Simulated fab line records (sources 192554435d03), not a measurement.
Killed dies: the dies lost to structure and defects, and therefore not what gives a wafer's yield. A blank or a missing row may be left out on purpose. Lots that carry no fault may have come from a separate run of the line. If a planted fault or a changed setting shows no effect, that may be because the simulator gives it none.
Chamber matching :: flow n5-finfet :: N5_BEOL_M13_CMP_49 on cmp-03 has 4 sister chambers
The step polishes, stops on SiOC, t overpolish 17.1 s, target thk 420 nm. 14 wafers are shown with their chamber, then 7 later ones without.

== WAFERS PAIRED WITH THEIR CHAMBERS ==
wafer: L080.1
chamber: 1
motor-current-A (A): 7.9
overpolish-run-s (s): 17.101
barrier-field-endpoint-s (s): 29.7

wafer: L080.2
chamber: 2
motor-current-A (A): 5.5
overpolish-run-s (s): 17.090
barrier-field-endpoint-s (s): 31.1

wafer: L080.6
chamber: 2
motor-current-A (A): 5.7
overpolish-run-s (s): 17.089
barrier-field-endpoint-s (s): 30.6

wafer: L083.4
chamber: 2
motor-current-A (A): 5.6
overpolish-run-s (s): 17.102
barrier-field-endpoint-s (s): 30.7

wafer: L083.5
chamber: 0
motor-current-A (A): 6.1
overpolish-run-s (s): 17.095
barrier-field-endpoint-s (s): 30.1

wafer: L083.6
chamber: 3
motor-current-A (A): 5.7
overpolish-run-s (s): 17.100
barrier-field-endpoint-s (s): 30.3

wafer: L086.2
chamber: 1
motor-current-A (A): 7.6
overpolish-run-s (s): 17.113
barrier-field-endpoint-s (s): 29.4

wafer: L086.4
chamber: 3
motor-current-A (A): 5.8
overpolish-run-s (s): 17.113
barrier-field-endpoint-s (s): 31.4

wafer: L086.6
chamber: 0
motor-current-A (A): 6.2
overpolish-run-s (s): 17.092
barrier-field-endpoint-s (s): 30.8

wafer: L087.1
chamber: 3
motor-current-A (A): 6.0
overpolish-run-s (s): 17.105
barrier-field-endpoint-s (s): 31.4

wafer: L087.3
chamber: 0
motor-current-A (A): 6.3
overpolish-run-s (s): 17.101
barrier-field-endpoint-s (s): 31.9

wafer: L087.6
chamber: 1
motor-current-A (A): 7.9
overpolish-run-s (s): 17.102
barrier-field-endpoint-s (s): 30.9

wafer: L090.2
chamber: 0
motor-current-A (A): 6.2
overpolish-run-s (s): 17.116
barrier-field-endpoint-s (s): 31.1

wafer: L090.5
chamber: 2
motor-current-A (A): 5.2
overpolish-run-s (s): 17.090
barrier-field-endpoint-s (s): 31.1

SIGNATURES (means of the wafers above)
reading: motor-current-A
chamber 0: 6.200
chamber 1: 7.800
chamber 2: 5.500
chamber 3: 5.833
scatter within a chamber: 0.163

reading: overpolish-run-s
chamber 0: 17.10100
chamber 1: 17.10533
chamber 2: 17.09275
chamber 3: 17.10600
scatter within a chamber: 0.00795

reading: barrier-field-endpoint-s
chamber 0: 30.975
chamber 1: 30.000
chamber 2: 30.875
chamber 3: 31.033
scatter within a chamber: 0.628
Rule: for each reading, subtract the chamber's mean from the wafer's reading, divide by that reading's scatter and square the result; add these up over the readings and take the root, which gives the wafer's distance from the chamber. If the next closest chamber is less than 2 further off than the closest, the wafer can't be placed; otherwise it belongs to the closest. How the scatter is found: for the shown wafers, subtract from each reading the mean of its chamber, square and add these, divide the total by (wafers less chambers), then take the root.

== WAFERS MISSING THEIR CHAMBER ==
wafer: L090.6
motor-current-A (A): 7.7
overpolish-run-s (s): 17.111
barrier-field-endpoint-s (s): 30.1

wafer: L094.2
motor-current-A (A): 5.6
overpolish-run-s (s): 17.108
barrier-field-endpoint-s (s): 30.1

wafer: L094.3
motor-current-A (A): 5.8
overpolish-run-s (s): 17.083
barrier-field-endpoint-s (s): 30.6

wafer: L094.5
motor-current-A (A): 5.5
overpolish-run-s (s): 17.110
barrier-field-endpoint-s (s): 30.3

wafer: L097.1
motor-current-A (A): 6.0
overpolish-run-s (s): 17.113
barrier-field-endpoint-s (s): 31.4

wafer: L097.3
motor-current-A (A): 6.1
overpolish-run-s (s): 17.104
barrier-field-endpoint-s (s): 30.6

wafer: L097.4
motor-current-A (A): 7.9
overpolish-run-s (s): 17.107
barrier-field-endpoint-s (s): 29.3

== EACH ONE'S CHAMBER ==
wafer: L090.6
from the rows above: 1
in truth: 1

wafer: L094.2
from the rows above: can't be placed: 3 or 2 or 0
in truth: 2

wafer: L094.3
from the rows above: can't be placed: 2 or 3 or 0
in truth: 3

wafer: L094.5
from the rows above: can't be placed: 2 or 3
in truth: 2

wafer: L097.1
from the rows above: can't be placed: 3 or 0
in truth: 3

wafer: L097.3
from the rows above: can't be placed: 0 or 3
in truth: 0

wafer: L097.4
from the rows above: 1
in truth: 1
Correctly placed: 2 of 7. Can't be placed from these rows: 5 (the true chamber is among the candidates in 5). Placed wrongly: 0.
